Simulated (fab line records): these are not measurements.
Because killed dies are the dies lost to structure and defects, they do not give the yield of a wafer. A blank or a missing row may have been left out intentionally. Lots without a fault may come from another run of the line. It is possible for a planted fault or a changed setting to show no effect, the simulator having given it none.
fab line records	flow nandHarc	part 1 of 2: steps 1 to 27 of 43
record: lots: 5	wafers: 15	lastDay: 34
route steps=1302 shown A_STAIRCASE@856 A_SGD_CUT@890
lots that met no fault: taken from a fault-free run of the same line
startH: hours from the record's opening day to when the first of the lot's shown wafers began	waitH: how many hours have passed since the lot's step before this one	" same as the row above	L1.1+2: one row covering several wafers at once	- no value, or no start was given	* or withheld: withheld	< > ~ a bound
route shown NAME@n: a module of which the file shows steps, and the number in the route of the first	usual: mean/standard deviation of fault-free wafers	same: alike in all rows	chamber/n: place in a boat	sites: per-site readings	_std_site: the standard deviation of these	_edge_site: inner sites' mean taken away from outer sites' mean	radiusMm: for every site, how far away it sits from the centre of the wafer	mask NAME#n: copy n	behind: the tool/chamber that last shaped the wafer	hold: reason for holding the lot/hours on hold/outcome of the hold	device: whichever transistor did not switch (one of n, p or np)	end of line: the route-end tests of the same wafers	step lacking rows: just its recipe	killed: not the wafer's yield, but the dies lost to structure and defects at the first sort	map: shows each die of a wafer: x if killed, . if not, _ if none is there
set.NAME: the setting as run; set.NAME@STEP: as run at that earlier step	model.NAME: the simulator's own value behind a step, which no gauge read
a table for each step, a row for each wafer; lots at some steps of the route
services: from which hour (startH, from the record's first day; less than 0 if before it) a tool's chamber was out of use, for how many hours, and why
== steps ==
step: NHARC_A_STAIRCASE_DEP_325
recipe: targetThkA: 72000	tempC: 400	targetThkNm: 7200	teosFlowSccm: 200	rfW: 500	material: SiO2
usual: heaterPowerW: 658/96
lot.wafer	tool	chamber	startH	waitH	heaterPowerW
L078.1	pecvd-02	2	463.52	0.3	689
L078.5	"	0	"	"	648
L078.6	"	1	"	"	596
L079.2	pecvd-03	0	463.73	0.5	706
L079.3	"	1	"	"	574
L079.6	"	2	"	"	578
L081.1	pecvd-03	2	517.55	0.2	694
L081.3	"	0	"	"	860
L081.4	"	0	"	"	701
L089.1	pecvd-03	2	565.10	0.2	656
L089.6	"	1	"	"	537
L089.5	"	0	"	"	683
L097.3	pecvd-04	0	657.56	0.1	806
L097.2	"	1	"	"	702
L097.6	"	0	"	"	644
step: NHARC_A_STAIRCASE_ANNEAL_326
recipe: tempC: 750	timeS: 1800
usual: spikeTcTopC: 766.2/2.7	tubeCenterTempC: 750/0.073
lot.wafer	tool	chamber	startH	waitH	spikeTcTopC	tubeCenterTempC
L078.1	furnace-08	0	470.21	-	762.0	749.81
L078.5	"	0	"	"	761.9	749.9
L078.6	"	0	"	"	760.9	750.05
L079.2	furnace-08	0	470.21	-	762.5	750.03
L079.3	"	0	"	"	763.7	750.05
L079.6	"	0	"	"	761.0	749.97
L081.1	furnace-02	0	522.55	-	768.4	750.07
L081.3	"	0	"	"	767.0	750.13
L081.4	"	0	"	"	768.9	750.01
L089.1	furnace-07	0	569.13	-	766.0	750.07
L089.5	"	0	"	"	765.8	750.03
L089.6	"	0	"	"	766.2	749.89
L097.2	furnace-07	0	663.44	-	766.6	749.98
L097.3	"	0	"	"	766.8	749.94
L097.6	"	0	"	"	765.9	749.97
step: NHARC_A_STAIRCASE_DEHYDRATE_433
recipe: tempC: 150	timeS: 120
lot.wafer	tool	chamber	startH	waitH
L078.1+5+6	lithoTrack-02	0	473.55	0.1
L079.2+3+6	lithoTrack-05	0	473.55	0.1
L081.1+3+4	lithoTrack-02	0	525.94	0.1
L089.1+5+6	lithoTrack-03	0	572.51	0.1
L097.2+3+6	lithoTrack-02	0	666.85	0.1
step: NHARC_A_STAIRCASE_HMDS_434
recipe: timeS: 30
lot.wafer	tool	chamber	startH	waitH
L079.2+3+6	lithoTrack-05	0	-	-
L078.1+5+6	lithoTrack-02	0	-	-
L081.1+3+4	lithoTrack-02	0	-	-
L089.1+5+6	lithoTrack-03	0	-	-
L097.2+3+6	lithoTrack-02	0	-	-
step: NHARC_A_STAIRCASE_COAT_435
recipe: spinRpm: 1200
lot.wafer	tool	chamber	startH	waitH
L078.1+5+6	lithoTrack-02	0	-	-
L079.2+3+6	lithoTrack-05	0	-	-
L081.1+3+4	lithoTrack-02	0	-	-
L089.1+5+6	lithoTrack-03	0	-	-
L097.2+3+6	lithoTrack-02	0	-	-
step: NHARC_A_STAIRCASE_SOFTBAKE_436
recipe: tempC: 135	timeS: 170
lot.wafer	tool	chamber	startH	waitH
L078.1+5+6	lithoTrack-02	0	-	-
L079.2+3+6	lithoTrack-05	0	-	-
L081.1+3+4	lithoTrack-02	0	-	-
L089.1+5+6	lithoTrack-03	0	-	-
L097.2+3+6	lithoTrack-02	0	-	-
step: NHARC_A_STAIRCASE_EBR_437
lot.wafer	tool	chamber	startH	waitH
L079.2+3+6	lithoTrack-05	0	-	-
L078.1+5+6	lithoTrack-02	0	-	-
L081.1+3+4	lithoTrack-02	0	-	-
L089.1+5+6	lithoTrack-03	0	-	-
L097.2+3+6	lithoTrack-02	0	-	-
step: NHARC_A_STAIRCASE_EXPOSE_438
recipe: na: 0.5	doseMj: 28.97	maskId: STAIR_REV
lot.wafer	tool	chamber	startH	waitH	mask
L079.2+3+6	krfScanner-04	0	473.89	-	STAIR_REV#0
L078.1+5+6	krfScanner-04	0	473.92	-	STAIR_REV#0
L081.1+3+4	krfScanner-02	0	526.28	-	STAIR_REV#0
L089.1+5+6	krfScanner-04	0	572.87	-	STAIR_REV#0
L097.2+3+6	krfScanner-02	0	667.06	-	STAIR_REV#0
step: NHARC_A_STAIRCASE_PEB_439
recipe: pebTempC: 115	pebTimeS: 130
lot.wafer	tool	chamber	startH	waitH
L079.2+3+6	lithoTrack-02	0	473.95	0.1
L078.1+5+6	lithoTrack-03	0	473.99	0.1
L081.1+3+4	lithoTrack-03	0	526.34	0.1
L089.1+5+6	lithoTrack-03	0	572.94	0.1
L097.2+3+6	lithoTrack-05	0	667.12	0.1
step: NHARC_A_STAIRCASE_DEVELOP_440
recipe: timeS: 140
lot.wafer	tool	chamber	startH	waitH
L079.2+3+6	lithoTrack-02	0	-	-
L078.1+5+6	lithoTrack-03	0	-	-
L081.1+3+4	lithoTrack-03	0	-	-
L089.1+5+6	lithoTrack-03	0	-	-
L097.2+3+6	lithoTrack-05	0	-	-
step: NHARC_A_STAIRCASE_HARDBAKE_442
recipe: tempC: 120	timeS: 140
lot.wafer	tool	chamber	startH	waitH
L079.2+3+6	lithoTrack-03	0	474.17	-
L078.1+5+6	lithoTrack-02	0	474.21	-
L081.1+3+4	lithoTrack-02	0	526.56	-
L089.1+5+6	lithoTrack-03	0	573.16	-
L097.2+3+6	lithoTrack-03	0	667.34	-
step: NHARC_A_STAIRCASE_DESCUM_443
recipe: timeS: 3	o2FlowSccm: 200	arFlowSccm: 0	biasPowerW: 0	chemistry: O2
usual: drypumpMotorCurrentA: 5.8/0.53	oesProductAu: 0.999/0.0081	rfVppV: 57.8/0.99	showerheadPlenumPTorr: 1.90/0.092	throttleValvePct: 11.312/0.0089
lot.wafer	tool	chamber	startH	waitH	drypumpMotorCurrentA	oesProductAu	rfHoursCounterH	rfVppV	showerheadPlenumPTorr	throttleValvePct
L079.3	rieDiel-02	3	474.28	-	5.4	0.995	19	56.2	1.89	11.308
L079.2	"	0	"	"	4.9	0.988	17	58.8	2.07	11.313
L079.6	"	2	"	"	5.4	0.987	-	57.4	1.79	11.311
L078.1	rieDiel-02	2	474.33	-	5.4	0.998	18	56.5	1.79	11.319
L078.5	"	0	"	"	4.9	0.999	-	59.8	2.07	11.312
L078.6	"	1	"	"	5.7	0.986	-	58.5	1.84	11.322
L081.1	rieDiel-07	0	526.65	-	6.1	1.000	10	58.7	1.94	11.297
L081.4	"	2	"	"	6.5	1.013	13	57.9	1.91	11.318
L081.3	"	3	"	"	5.1	0.999	12	57.3	1.84	11.314
L089.1	rieDiel-04	2	573.28	-	6.3	1.002	8	57.5	1.83	11.304
L089.5	"	3	"	"	6.0	1.000	-	57.7	1.85	11.331
L089.6	"	0	"	"	6.1	1.002	-	59.3	2.07	11.312
L097.3	rieDiel-02	2	667.43	-	5.4	0.989	26	57.4	1.78	11.302
L097.2	"	0	"	"	4.9	1.013	30	59.1	2.05	11.309
L097.6	"	3	"	"	5.4	1.003	-	58.8	1.87	11.332
step: NHARC_A_STAIRCASE_ETCH_444
recipe: targetDepthA: 2.04e+05	timeS: 6800	c4f8FlowSccm: 20	o2FlowSccm: 10	arFlowSccm: withheld	rfW: 600	biasW: 1000	chemistry: C4F8/O2
usual: oesProductAu: 0.931/0.018	rfVppV: 806/5.3
lot.wafer	tool	chamber	startH	waitH	oesProductAu	rfHoursCounterH	rfVppV
L079.2	rieDiel-02	3	474.37	0.1	0.918	20	805
L079.3	"	1	"	"	0.908	18	802
L079.6	"	0	476.76	2.4	0.925	-	813
L078.1	rieDiel-02	3	477.74	3.4	0.918	24	805
L078.5	"	3	479.66	5.3	0.913	-	805
L078.6	"	0	"	"	0.932	-	816
L081.4	rieDiel-07	0	527.27	0.6	0.924	11	808
L081.3	"	1	"	"	0.930	14	813
L081.1	"	2	"	"	0.937	14	806
L089.1	rieDiel-04	3	574.36	1.1	0.939	8	803
L089.6	"	1	"	"	0.948	-	807
L089.5	"	2	"	"	0.956	-	802
L097.3	rieDiel-02	1	667.99	0.5	0.935	30	802
L097.2	"	2	"	"	0.918	27	799
L097.6	"	1	669.86	2.4	0.935	-	801
step: NHARC_A_STAIRCASE_STRIP_446
recipe: powerW: 1500	tempC: 250	chemistry: O2
usual: drypumpMotorCurrentA: 6.1/0.46	heaterPowerW: 324/25
lot.wafer	tool	chamber	startH	waitH	drypumpMotorCurrentA	heaterPowerW	rfHoursCounterH
L079.2	plasmaAsher-02	0	478.79	0.0	6.6	344	9
L079.3	"	1	"	"	5.7	296	-
L079.6	"	1	"	"	5.7	305	-
L078.1	plasmaAsher-01	1	482.21	0.1	6.5	296	27
L078.6	"	0	"	"	5.6	316	-
L078.5	"	1	"	"	6.5	292	-
L081.1	plasmaAsher-01	1	531.34	0.2	6.4	326	1
L081.4	"	0	"	"	5.5	311	-
L081.3	"	1	"	"	6.5	328	-
L089.1	plasmaAsher-01	1	577.81	0.0	6.5	326	10
L089.5	"	1	"	"	6.4	334	-
L089.6	"	0	"	"	5.5	311	-
L097.2	plasmaAsher-02	0	671.92	0.1	6.6	372	11
L097.3	"	1	"	"	5.7	304	-
L097.6	"	0	"	"	6.6	370	-
step: NHARC_A_STAIRCASE_STRIP_447
recipe: timeS: 900	tempC: 130	chemistry: SPM
lot.wafer	tool	chamber	startH	waitH
L079.3+6+2	wetBench-06	1,3,6	479.14	0.2
L078.1+5+6	wetBench-02	1,2,3	482.54	0.3
L081.1+4+3	wetBench-02	7,0,1	531.67	0.3
L089.1+5+6	wetBench-09	0,3,4	578.16	0.3
L097.6+3+2	wetBench-02	4,0,1	672.22	0.1
step: NHARC_A_STAIRCASE_PRECLEAN_448
recipe: timeS: *	tempC: 50	bathAgeMin: 0	chemistry: SC1
lot.wafer	tool	chamber	startH	waitH
L079.3+6+2	wetBench-06	1,3,6	-	-
L078.1+5+6	wetBench-02	1,2,3	-	-
L081.1+4+3	wetBench-02	7,0,1	-	-
L089.1+5+6	wetBench-09	0,3,4	-	-
L097.6+3+2	wetBench-02	4,0,1	-	-
step: NHARC_A_STAIRCASE_SRD_449
lot.wafer	tool	chamber	startH	waitH
L079.3+6+2	wetBench-06	1,3,6	-	-
L078.1+5+6	wetBench-02	1,2,3	-	-
L081.1+4+3	wetBench-02	7,0,1	-	-
L089.1+5+6	wetBench-09	0,3,4	-	-
L097.6+3+2	wetBench-02	4,0,1	-	-
step: NHARC_A_STAIRCASE_CMP_450
recipe: targetThkNm: 200	material: SiO2
usual: edgeZonePressureFrac: 1.000/0.0053	motorCurrentA: 12.7/1.2	retainingRingPressureFrac: 1.000/0.0049
lot.wafer	tool	chamber	startH	waitH	edgeZonePressureFrac	motorCurrentA	retainingRingPressureFrac
L079.2	cmp-02	3	479.60	-	0.999	13.4	1.002
L079.3	"	0	"	"	1.004	11.7	0.999
L079.6	"	2	"	"	1.004	14.1	1.006
L078.1	cmp-03	3	483.00	-	0.998	14.6	0.990
L078.6	"	0	"	"	0.993	12.1	0.997
L078.5	"	1	"	"	1.005	12.7	1.001
L081.4	cmp-02	1	532.10	-	0.998	13.1	0.997
L081.1	"	2	"	"	0.997	15.8	0.997
L081.3	"	3	"	"	0.995	13.9	1.001
L089.1	cmp-02	3	578.65	-	1.006	12.8	1.004
L089.6	"	0	"	"	0.995	11.8	1.000
L089.5	"	1	"	"	1.003	12.3	1.007
L097.2	cmp-03	3	672.67	-	1.006	14.5	0.998
L097.3	"	1	"	"	0.993	13.5	0.996
L097.6	"	3	"	"	1.000	15.4	0.999
step: NHARC_A_STAIRCASE_CMP_152
usual: edgeZonePressureFrac: 1.000/0.0051	motorCurrentA: 12.7/1.2	retainingRingPressureFrac: 0.999/0.0048
lot.wafer	tool	chamber	startH	waitH	edgeZonePressureFrac	motorCurrentA	retainingRingPressureFrac
L079.2	cmp-02	3	479.68	0.1	1.005	13.1	1.004
L079.3	"	0	"	"	1.003	12.4	0.996
L079.6	"	2	"	"	0.995	13.5	0.987
L078.1	cmp-03	3	483.08	0.1	1.006	14.5	1.002
L078.6	"	0	"	"	0.995	12.1	0.994
L078.5	"	1	"	"	0.995	13.5	0.988
L081.4	cmp-02	1	532.18	0.1	0.990	10.9	1.006
L081.1	"	2	"	"	0.995	14.8	1.001
L081.3	"	3	"	"	1.003	13.3	0.989
L089.1	cmp-02	3	578.72	0.1	0.997	13.4	0.993
L089.6	"	0	"	"	0.995	12.2	0.999
L089.5	"	1	"	"	0.998	11.9	0.993
L097.2	cmp-03	3	672.74	0.1	1.001	14.1	0.996
L097.3	"	1	"	"	1.009	13.6	1.005
L097.6	"	3	"	"	0.997	14.1	0.999
step: NHARC_A_STAIRCASE_SRD_154
lot.wafer	tool	chamber	startH	waitH
L079.2+3+6	wetBench-06	7,2,4	479.95	0.0
L078.6+1+5	wetBench-06	1,4,6	483.32	0.0
L081.4+1+3	wetBench-06	3,5,6	532.46	0.0
L089.5+1+6	wetBench-06	2,3,5	578.97	0.0
L097.2+3+6	wetBench-06	3,6,7	673.03	0.0
step: NHARC_A_STAIRCASE_ETCH_403
recipe: targetDepthA: 1082	chemistry: dHF	material: SiO2
lot.wafer	tool	chamber	startH	waitH
L079.2+3+6	wetBench-06	7,2,4	479.97	0.0
L078.6+1+5	wetBench-06	1,4,6	483.35	0.0
L081.4+1+3	wetBench-06	3,5,6	532.48	0.0
L089.5+1+6	wetBench-06	2,3,5	579.00	0.0
L097.2+3+6	wetBench-06	3,6,7	673.05	0.0
step: NHARC_A_STAIRCASE_ETCHBACK_422
recipe: targetDepthA: 400	overEtchFrac: 0.3	timeS: 74.286	ionEnergyEv: 120	ch3fFlowSccm: 50	o2FlowSccm: 30	arFlowSccm: 200	rfW: 500	biasW: 100	chemistry: CH3F/O2
usual: drypumpMotorCurrentA: 5.8/0.55	oesProductAu: 0.96/0.037	rfVppV: 244.2/1.7	showerheadPlenumPTorr: 2.44/0.11	throttleValvePct: 20.664/0.0091
lot.wafer	tool	chamber	startH	waitH	drypumpMotorCurrentA	oesProductAu	rfHoursCounterH	rfVppV	showerheadPlenumPTorr	throttleValvePct
L079.3	rieDiel-04	1	480.16	0.2	6.7	0.92	43	244.8	2.52	20.667
L079.2	"	2	"	"	6.4	0.93	40	243.6	2.37	20.664
L079.6	"	1	"	"	6.7	0.93	-	244.1	2.52	20.652
L078.1	rieDiel-07	3	483.52	0.2	5.1	0.99	0	245.8	2.37	20.668
L078.5	"	1	"	"	6.1	0.99	-	245.5	2.61	20.653
L078.6	"	2	"	"	6.5	1.00	-	244.1	2.47	20.672
L081.1	rieDiel-04	0	532.70	0.2	6.0	0.93	69	241.3	2.28	20.683
L081.4	"	2	"	"	6.3	0.92	57	242.1	2.36	20.656
L081.3	"	3	"	"	6.1	0.93	62	241.9	2.38	20.661
L089.1	rieDiel-04	0	579.20	0.2	6.1	1.00	10	245.8	2.66	20.666
L089.6	"	2	"	"	6.3	1.00	-	242.9	2.35	20.672
L089.5	"	3	"	"	6.0	1.00	-	242.9	2.38	20.676
L097.2	rieDiel-02	3	673.20	0.1	5.3	0.99	29	243.2	2.40	20.678
L097.3	"	0	"	"	4.9	1.00	34	246.8	2.62	20.650
L097.6	"	0	"	"	4.9	1.00	-	246.0	2.62	20.666
step: NHARC_A_STAIRCASE_ETCH_423
recipe: targetDepthA: 300	chemistry: dHF	material: SiO2
lot.wafer	tool	chamber	startH	waitH
L079.6+2+3	wetBench-02	2,4,5	480.31	0.1
L078.1+6+5	wetBench-09	3,4,5	483.66	-
L081.3+1+4	wetBench-02	5,6,7	532.88	0.1
L089.5+1+6	wetBench-09	0,1,4	579.35	0.1
L097.6+3+2	wetBench-02	5,6,7	673.40	0.1
step: NHARC_A_STAIRCASE_ETCHBACK_157
recipe: targetDepthA: 900	overEtchFrac: 0.3	timeS: 167.14	ionEnergyEv: 120	ch3fFlowSccm: 50	o2FlowSccm: 30	arFlowSccm: 200	rfW: 500	biasW: 100	chemistry: CH3F/O2
usual: drypumpMotorCurrentA: 5.7/0.53	oesProductAu: 0.97/0.032	rfVppV: 244.2/1.9	showerheadPlenumPTorr: 2.45/0.12	throttleValvePct: 20.663/0.0092
lot.wafer	tool	chamber	startH	waitH	drypumpMotorCurrentA	oesProductAu	rfHoursCounterH	rfVppV	showerheadPlenumPTorr	throttleValvePct
L079.2	rieDiel-02	0	480.61	0.3	4.9	0.92	25	247.5	2.65	20.668
L079.3	"	3	"	"	5.4	0.91	27	244.6	2.42	20.657
L079.6	"	3	"	"	5.4	0.90	-	244.3	2.42	20.654
L078.1	rieDiel-02	2	483.90	0.2	5.4	0.98	24	242.4	2.31	20.674
L078.5	"	2	"	"	5.4	1.00	-	242.4	2.31	20.659
L078.6	"	3	"	"	5.4	1.00	-	244.0	2.42	20.662
L081.3	rieDiel-02	0	533.05	0.2	4.9	0.92	45	246.8	2.64	20.648
L081.4	"	2	"	"	5.4	0.92	42	242.3	2.30	20.665
L081.1	"	3	"	"	5.3	0.91	48	243.3	2.41	20.663
L089.1	rieDiel-04	3	579.63	0.3	6.0	1.00	10	243.9	2.38	20.660
L089.5	"	0	"	"	6.1	1.01	-	247.3	2.66	20.663
L089.6	"	1	"	"	6.7	1.00	-	245.7	2.51	20.657
L097.3	rieDiel-02	1	673.58	0.2	5.7	0.99	34	242.7	2.34	20.643
L097.2	"	2	"	"	5.4	0.99	29	241.4	2.29	20.668
L097.6	"	0	"	"	5.0	1.00	-	246.1	2.62	20.666
step: NHARC_A_STAIRCASE_STRIP_475
recipe: timeS: 20	o2FlowSccm: 500	arFlowSccm: 0	biasW: 0	chemistry: O2
usual: drypumpMotorCurrentA: 5.6/0.52	oesProductAu: 0.999/0.0083	rfVppV: 57.8/0.91	showerheadPlenumPTorr: 3.53/0.17	throttleValvePct: 17.036/0.0086
lot.wafer	tool	chamber	startH	waitH	drypumpMotorCurrentA	oesProductAu	rfHoursCounterH	rfVppV	showerheadPlenumPTorr	throttleValvePct
L079.2	rieDiel-02	2	480.84	0.2	5.4	0.986	22	57.3	3.32	17.035
L079.3	"	3	"	"	5.4	0.985	27	57.8	3.48	17.029
L079.6	"	3	"	"	5.4	0.989	-	58.7	3.48	17.028
L078.1	rieDiel-02	3	484.10	0.2	5.4	0.997	28	56.3	3.48	17.041
L078.5	"	3	"	"	5.4	0.992	-	57.0	3.48	17.033
L078.6	"	2	"	"	5.4	0.989	-	58.5	3.32	17.032
L081.3	rieDiel-02	3	-	-	5.4	1.000	48	56.7	3.47	17.043
L081.4	"	0	"	"	4.9	0.993	45	59.9	3.78	17.039
L081.1	"	2	"	"	5.4	0.990	42	57.2	3.31	17.036
L089.1	rieDiel-04	1	-	-	6.7	1.008	14	57.4	3.60	17.037
L089.5	"	3	"	"	6.0	0.997	-	57.5	3.41	17.037
L089.6	"	1	"	"	6.8	1.012	-	58.6	3.60	17.048
L097.2	rieDiel-02	0	-	-	4.9	1.002	34	59.9	3.76	17.024
L097.3	"	1	"	"	5.7	0.998	34	57.8	3.37	17.057
L097.6	"	1	"	"	5.7	0.990	-	57.3	3.37	17.038
step: NHARC_A_STAIRCASE_DEP_471
recipe: targetThkA: 1000	tempC: 400	pressureTorr: 6.5	rfW: 900	teosFlowSccm: 161.4	flowSccm: 2650	targetThkNm: 100	gas: O2	material: SiO2
usual: chamberPressureTorr: 6.502/0.015	flowSccm: 2651/7.3	heaterPowerW: 551/90	throttleValvePct: 15.8/0.55
lot.wafer	tool	chamber	startH	waitH	chamberPressureTorr	flowSccm	heaterPowerW	throttleValvePct
L079.3	pecvd-03	1	480.95	-	6.516	2656	395	15.4
L079.2	"	2	"	"	6.476	2642	580	16.4
L079.6	"	0	"	"	6.490	2644	654	16.5
L078.1	pecvd-04	0	484.26	-	6.494	2644	667	15.0
L078.6	"	2	"	"	6.498	2647	361	15.1
L078.5	"	0	"	"	6.515	2650	682	15.2
L081.3	pecvd-02	0	533.34	-	6.506	2654	535	16.5
L081.1	"	2	"	"	6.497	2647	650	16.1
L081.4	"	1	"	"	6.506	2643	499	17.0
L089.1	pecvd-04	0	579.92	-	6.494	2642	583	15.3
L089.5	"	1	"	"	6.503	2660	467	15.4
L089.6	"	0	"	"	6.519	2636	597	15.4
L097.3	pecvd-02	2	673.84	-	6.517	2646	656	15.7
L097.2	"	0	"	"	6.488	2655	598	16.4
L097.6	"	0	"	"	6.509	2649	607	16.5
step: NHARC_A_STAIRCASE_CMP_472
recipe: material: SiO2
usual: edgeZonePressureFrac: 1.000/0.0049	motorCurrentA: 12.7/1.1	retainingRingPressureFrac: 1.000/0.0048
lot.wafer	tool	chamber	startH	waitH	edgeZonePressureFrac	motorCurrentA	retainingRingPressureFrac
L079.2	cmp-02	2	481.25	0.2	1.002	14.0	1.004
L079.3	"	0	"	"	1.006	10.8	1.000
L079.6	"	2	"	"	1.003	14.3	1.000
L078.1	cmp-03	2	484.53	0.2	1.008	12.7	1.009
L078.5	"	0	"	"	1.007	12.2	1.001
L078.6	"	1	"	"	1.003	13.5	0.998
L081.3	cmp-02	1	533.61	0.2	1.002	12.0	0.995
L081.1	"	2	"	"	1.003	14.5	1.002
L081.4	"	0	"	"	0.997	12.4	1.002
L089.1	cmp-02	3	580.13	0.2	0.996	13.1	0.998
L089.5	"	3	"	"	0.996	12.7	0.998
L089.6	"	0	"	"	1.002	12.8	0.998
L097.2	cmp-01	1	674.14	0.2	0.997	11.3	0.998
L097.3	"	3	"	"	1.002	13.5	0.989
L097.6	"	1	"	"	0.999	11.7	1.002
